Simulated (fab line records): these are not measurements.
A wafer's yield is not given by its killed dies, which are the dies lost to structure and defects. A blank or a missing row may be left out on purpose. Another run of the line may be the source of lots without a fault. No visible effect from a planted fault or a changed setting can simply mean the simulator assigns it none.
Commonality check across tools -- flow nand harc -- 11 lots, 33 wafers sampled

## WHY IT WAS OPENED
At NHARC_END_SORT_01 the reading killed at array is flagged on 2 of 11 lots. Wafers without a fault read 29, standard deviation 13.
Rule: flag the lot when none of its wafers has a number, or when each of its wafers that has one lies beyond 4 standard deviations from that mean. The rest of the lots are taken to be sound.

lot,measured,on,"killed at array, wafer by wafer",flag
L343,day 20 00:19,prober-01,19 18 32,
L345,day 21 00:59,prober-02,27 25 34,
L349,day 21 07:10,prober-01,36 39 45,
L347,day 21 07:56,prober-02,24 27 23,
L348,day 21 14:54,prober-02,17 13 12,
L353,day 22 17:56,prober-02,33 37 34,
L361,day 24 12:30,prober-02,673 671 673,FLAGGED
L363,day 24 12:31,prober-01,15 14 13,
L360,day 24 20:16,prober-01,676 676 676,FLAGGED
L362,day 24 21:51,prober-02,19 14 11,
L364,day 25 05:56,prober-01,28 33 24,
On average the flagged lots' numbers are 674, which is +645 against the usual, or +50 standard deviations.

## TOOL THAT RAN EACH LOT
Before the reading, the record contains 4 process steps out of a 1159-step route. Every cell lists first the tool, next ch and the chambers used by the sampled wafers, and last the start.
lot,flag,NHARC_A_CONTACT_STRIP_82,NHARC_A_CONTACT_ETCH_136,NHARC_A_CONTACT_ETCH_137,NHARC_A_CONTACT_ETCH_110
L343,,"rie diel-11 ch 2,3, day 17 08:37 or earlier","har cap etch-02 ch 0,1, day 17 08:37","har cap etch-02 ch 0,1, day 17 08:44","rie diel-09 ch 0,2,3, day 17 09:55"
L345,,"rie diel-11 ch 2,3, day 18 14:47 or earlier","har cap etch-02 ch 0,1, day 18 14:47","har cap etch-02 ch 0,1, day 18 14:54","rie diel-01 ch 1,2,3, day 18 16:02"
L349,,"rie diel-11 ch 1,2,3, day 19 01:29 or earlier","har cap etch-02 ch 0,1, day 19 01:29","har cap etch-02 ch 0,1, day 19 01:36","rie diel-11 ch 0,1, day 19 03:16"
L347,,"rie diel-01 ch 0,1,2, day 19 00:28 or earlier","har cap etch-03 ch 0,1, day 19 00:28","har cap etch-03 ch 0,1, day 19 00:35","rie diel-01 ch 1,2,3, day 19 02:29"
L348,,"rie diel-09 ch 0,1,3, day 19 04:13 or earlier","har cap etch-03 ch 0,1, day 19 04:13","har cap etch-03 ch 0,1, day 19 04:20","rie diel-11 ch 2,3, day 19 05:31"
L353,,"rie diel-09 ch 0,1, day 20 15:44 or earlier","har cap etch-01 ch 0,1, day 20 15:44","har cap etch-01 ch 0,1, day 20 15:52","rie diel-11 ch 1,2, day 20 17:28"
L361,FLAGGED,"rie diel-11 ch 1,2, day 22 04:46 or earlier","har cap etch-03 ch 0,1, day 22 04:46","har cap etch-03 ch 0,1, day 22 04:53","rie diel-01 ch 0,2,3, day 22 06:04"
L363,,"rie diel-01 ch 0,1, day 22 09:45 or earlier","har cap etch-02 ch 0, day 22 09:45","har cap etch-02 ch 0, day 22 09:52","rie diel-11 ch 0,1,3, day 22 11:02"
L360,FLAGGED,"rie diel-11 ch 0,1,3, day 22 12:37 or earlier","har cap etch-03 ch 0,1, day 22 12:37","har cap etch-03 ch 0,1, day 22 12:44","rie diel-01 ch 0,2,3, day 22 13:54"
L362,,"rie diel-01 ch 0,1,3, day 22 11:02 or earlier","har cap etch-01 ch 0,1, day 22 11:02","har cap etch-01 ch 0,1, day 22 11:10","rie diel-09 ch 1,3, day 22 12:22"
L364,,"rie diel-09 ch 0,1, day 23 02:39 or earlier","har cap etch-02 ch 0,1, day 23 02:39","har cap etch-02 ch 0,1, day 23 02:46","rie diel-01 ch 0,1,3, day 23 04:29"
What the steps here do:
- NHARC_A_CONTACT_STRIP_82: strips in O2.
- NHARC_A_CONTACT_ETCH_136: etches the open film in C4F8/O2/Ar, time 132 s, target depth 1287 nm.
- NHARC_A_CONTACT_ETCH_137: etches the open film in C4F8/O2/Ar, time 132 s, target depth 1287 nm.
- NHARC_A_CONTACT_ETCH_110: etches the open film in CF4/O2, target depth 50 nm, overetch 5 nm, time 27.5 s.
- NHARC_END_SORT_01

## FLAGGED OVER TOTAL, TOOL BY TOOL (the gauges that took the reading come last)
step,tool,lots run,flagged,share of the flagged lots,sound lots run after its first flagged lot
NHARC_A_CONTACT_STRIP_82,rie diel-01,3,0,none,-
NHARC_A_CONTACT_STRIP_82,rie diel-09,3,0,none,-
NHARC_A_CONTACT_STRIP_82,rie diel-11,5,2,all,0
NHARC_A_CONTACT_ETCH_136,har cap etch-01,2,0,none,-
NHARC_A_CONTACT_ETCH_136,har cap etch-02,5,0,none,-
NHARC_A_CONTACT_ETCH_136,har cap etch-03,4,2,all,0
NHARC_A_CONTACT_ETCH_137,har cap etch-01,2,0,none,-
NHARC_A_CONTACT_ETCH_137,har cap etch-02,5,0,none,-
NHARC_A_CONTACT_ETCH_137,har cap etch-03,4,2,all,0
NHARC_A_CONTACT_ETCH_110,rie diel-01,5,2,all,1 (L364)
NHARC_A_CONTACT_ETCH_110,rie diel-09,2,0,none,-
NHARC_A_CONTACT_ETCH_110,rie diel-11,4,0,none,-
NHARC_END_SORT_01,prober-01,5,1,some,1 (L364)
NHARC_END_SORT_01,prober-02,6,1,some,1 (L362)
NHARC_A_CONTACT_STRIP_82 gives no start for some lots, so the hours and the order of its lots are those of NHARC_A_CONTACT_ETCH_136.

## THE TABLE: WHAT IT ALLOWS
4 rows of the table ran every flagged lot: rie diel-11 at NHARC_A_CONTACT_STRIP_82, har cap etch-03 at NHARC_A_CONTACT_ETCH_136, har cap etch-03 at NHARC_A_CONTACT_ETCH_137, rie diel-01 at NHARC_A_CONTACT_ETCH_110.
- rie diel-11 at NHARC_A_CONTACT_STRIP_82 ran 5 lots, 2 of them flagged. Last sound lot L349 at day 19 01:29, first flagged lot L361 at day 22 04:46; a fault beginning in between fits.
- har cap etch-03 at NHARC_A_CONTACT_ETCH_136 ran 4 lots, 2 of them flagged. Last sound lot L348 at day 19 04:13, first flagged lot L361 at day 22 04:46; a fault beginning in between fits. On the flagged lots its readings are blank where sound lots have values: chamber pressure mTorr, oes air line au.
- har cap etch-03 at NHARC_A_CONTACT_ETCH_137 ran 4 lots, 2 of them flagged. Last sound lot L348 at day 19 04:20, first flagged lot L361 at day 22 04:53; a fault beginning in between fits.
- rie diel-01 at NHARC_A_CONTACT_ETCH_110 ran 5 lots, 2 of them flagged. Sound lots ran on it after the first flagged one (L364), which a lasting fault on the whole tool wouldn't allow.
Because each of these 2 tools fits a fault that began at some hour, counting lots does not separate them. More lots, or a look at what each step does to the wafer, might.

## WHAT WAS PUT IN BY THE SIMULATOR
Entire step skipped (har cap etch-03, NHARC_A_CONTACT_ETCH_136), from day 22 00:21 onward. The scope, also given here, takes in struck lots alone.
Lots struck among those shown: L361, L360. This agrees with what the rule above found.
